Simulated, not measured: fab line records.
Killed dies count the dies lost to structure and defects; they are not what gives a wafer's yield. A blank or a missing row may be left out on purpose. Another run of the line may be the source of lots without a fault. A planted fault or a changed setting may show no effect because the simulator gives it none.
A lot that was struck, set against a sound lot	flow nandHarc	27 out of 1302 route steps
Sound: these wafers, L917.1, L917.4, L917.5. The struck wafers were L921.2, L921.4, L921.5. At the end, the cause is stated.
Order at every step that has rows: each side's tool, ch and its chambers, its first start. Under that, the readings that differ: sound wafers	struck wafers	difference of the means	sigmas: that difference in standard deviations of wafers without a fault.
alike: readings with means less than 2 such deviations apart, plus words and numbers identical on both sides. not compared: withheld readings, readings lacking a value on some wafer, bounds such as >300 that could conceal the same value, and numbers that have no deviation in the record and whose values overlap.
Wherever a step has rows on one side only, a row that says differs or no value, or a row with sigmas, the two part there. Numbers that have no deviation but don't overlap get no sigmas and don't part them. A reading that every wafer of one side lacks parts them only if that side has two wafers or more.

first, 8 steps without rows for these wafers: NHARC_A_CHANNEL_HOLE_D1_PEB_08 (peb time 65 s); NHARC_A_CHANNEL_HOLE_D1_DEVELOP_09 (develop time 35 s); NHARC_A_CHANNEL_HOLE_D1_DESCUM_15 (chemistry O2, time 3 s); NHARC_A_CHANNEL_HOLE_D1_ETCH_38 (etches the open film in CF4, target depth 39 nm, time 65 s); NHARC_A_CHANNEL_HOLE_D1_ETCH_39 (etches the open film in N2/H2, target depth 260 nm, time 325 s); NHARC_A_CHANNEL_HOLE_D1_ETCH_34 (etches the open film in CF4/CHF3, target depth 154 nm, time 77 s); NHARC_A_CHANNEL_HOLE_D1_ETCH_16 (etches the open film in O2/COS, target depth 3100 nm, time 806 s); NHARC_A_CHANNEL_HOLE_D1_ETCH_19 (etches the open film in C4F8/O2/Ar, time 34.5 s).
NHARC_A_CHANNEL_HOLE_D1_ETCH_20: etches the open film in C4F8/O2/Ar, time 361.9 s, target depth 1600 nm.
  sound on harEtch-02 ch 0,1, day 15 05:51; struck on harEtch-01 ch 0,1, day 16 22:25
  alike: chamberPressureMTorr, drypumpMotorCurrentA, heBacksideLeakSccm, showerheadPlenumPTorr, throttleValvePct
  not compared: rfHoursCounterH
then, 15 steps without rows for these wafers: NHARC_A_CHANNEL_HOLE_D1_ETCH_21 (etches the open film in C4F8/O2/Ar, time 514.3 s, target depth 1600 nm); NHARC_A_CHANNEL_HOLE_D1_ETCH_22 (etches the open film in C4F8/O2/Ar, time 666.7 s, target depth 1600 nm); NHARC_A_CHANNEL_HOLE_D1_ETCH_23 (etches the open film in C4F8/O2/Ar, time 819 s, target depth 1600 nm); NHARC_A_CHANNEL_HOLE_D1_ETCH_24 (etches the open film in C4F8/O2/Ar, time 906.2 s, target depth 1500 nm); NHARC_A_CHANNEL_HOLE_D1_ETCH_25 (etches the open film in C4F8/O2/Ar, time 1040.2 s, target depth 1500 nm); NHARC_A_CHANNEL_HOLE_D1_ETCH_26 (etches the open film in C4F8/O2/Ar, time 224.1 s, target depth 300 nm); NHARC_A_CHANNEL_HOLE_D1_ETCH_33 (etches the open film in C4F8/O2/Ar, time 90 s, target depth 400 nm); NHARC_A_CHANNEL_HOLE_D1_STRIP_41 (strips in N2/H2); NHARC_A_CHANNEL_HOLE_D1_STRIP_42 (strips in CF4/CHF3); NHARC_A_CHANNEL_HOLE_D1_STRIP_43 (strips in O2/COS); NHARC_A_CHANNEL_HOLE_D1_ETCH_44 (etches the open film in CF4/O2, target depth 140 nm, overetch 14 nm, time 77 s); NHARC_A_CHANNEL_HOLE_D1_STRIP_27 (strips in O2); NHARC_A_CHANNEL_HOLE_D1_PRECLEAN_28 (cleans in SC1); NHARC_A_CHANNEL_HOLE_D1_SRD_29; NHARC_A_CHANNEL_HOLE_D1_XSEM_31.
NHARC_A_CHANNEL_HOLE_D1_INSPECT_40:
  sound on defectInspect-02, day 15 11:25; struck on defectInspect-02, day 17 03:58
reading	sound	struck	difference	sigmas
rawDefectCount	92 88 97	924 896 848	+797	+32
then, 1 step without rows for these wafers: NHARC_A_CHANNEL_FILL_D1_PRECLEAN_00 (cleans in SC1).
-- jump in the record: it breaks off in module A_CHANNEL_FILL_D1 and resumes in module END (first step shown: number 1302 of the route), and 16 days separate the struck wafers' starts before and after --
NHARC_END_SORT_01:
  sound on prober-01 ch 0, day 30 17:28; struck on prober-01 ch 0, day 32 18:34
reading	sound	struck	difference	sigmas
killedAtOther	2 2 3	0 1 0	-2	-2
  alike: killedAtArray, killedAtPeriphery, killedDies, killedOpen, killedShort

## WHERE THEY PART
Last at NHARC_END_SORT_01 as far as this record goes, first at NHARC_A_CHANNEL_HOLE_D1_INSPECT_40.

WHY: the cause the simulator had injected
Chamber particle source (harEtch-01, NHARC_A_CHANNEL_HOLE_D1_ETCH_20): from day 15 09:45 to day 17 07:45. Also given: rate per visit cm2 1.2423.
